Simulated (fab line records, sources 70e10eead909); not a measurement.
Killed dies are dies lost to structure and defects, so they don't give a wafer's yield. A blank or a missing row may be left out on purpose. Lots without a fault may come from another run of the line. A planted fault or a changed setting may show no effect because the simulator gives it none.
Chamber matching | flow nand_harc | NHARC_A_ONON_D1_DEP_33 on pecvd-03: 3 sister chambers
The step deposits SiO2, target thk 200 nm. 3 wafers are shown with their chamber, then 7 later ones without.

WAFERS WITH THEIR CHAMBER
wafer  | chamber | throttle_valve_pct (%)
L358.6 | 2       | 15.5
L360.1 | 0       | 16.4
L360.3 | 1       | 15.6

WAFERS WITHOUT THEIR CHAMBER
wafer  | throttle_valve_pct (%)
L360.6 | 15.5
L361.1 | 15.4
L361.3 | 16.5
L361.5 | 15.6
L363.3 | 16.4
L363.4 | 15.2
L363.6 | 16.5

WHICH CHAMBER EACH WENT THROUGH
wafer  | from the rows above     | in truth
L360.6 | can't be placed: 2 or 1 | 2
L361.1 | can't be placed: 2 or 1 | 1
L361.3 | 0                       | 0
L361.5 | can't be placed: 1 or 2 | 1
L363.3 | 0                       | 0
L363.4 | can't be placed: 2 or 1 | 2
L363.6 | 0                       | 0
Placed correctly: 3 of 7. Can't be placed from these rows: 4 (the true chamber is among the candidates in 4). Placed wrongly: 0.
How it was worked out, from the rows above alone: a wafer's distance from a chamber is the root of the sum, over the readings, of the square of ((its reading less the chamber's mean) divided by the reading's scatter). The wafer belongs to the nearest chamber; if the next one is less than 2 further off, it can't be placed. A chamber's mean is the mean of its shown wafers. The scatter: with one shown wafer a chamber, the root of the mean of the squares of how far each hidden wafer lies from its nearest shown one.
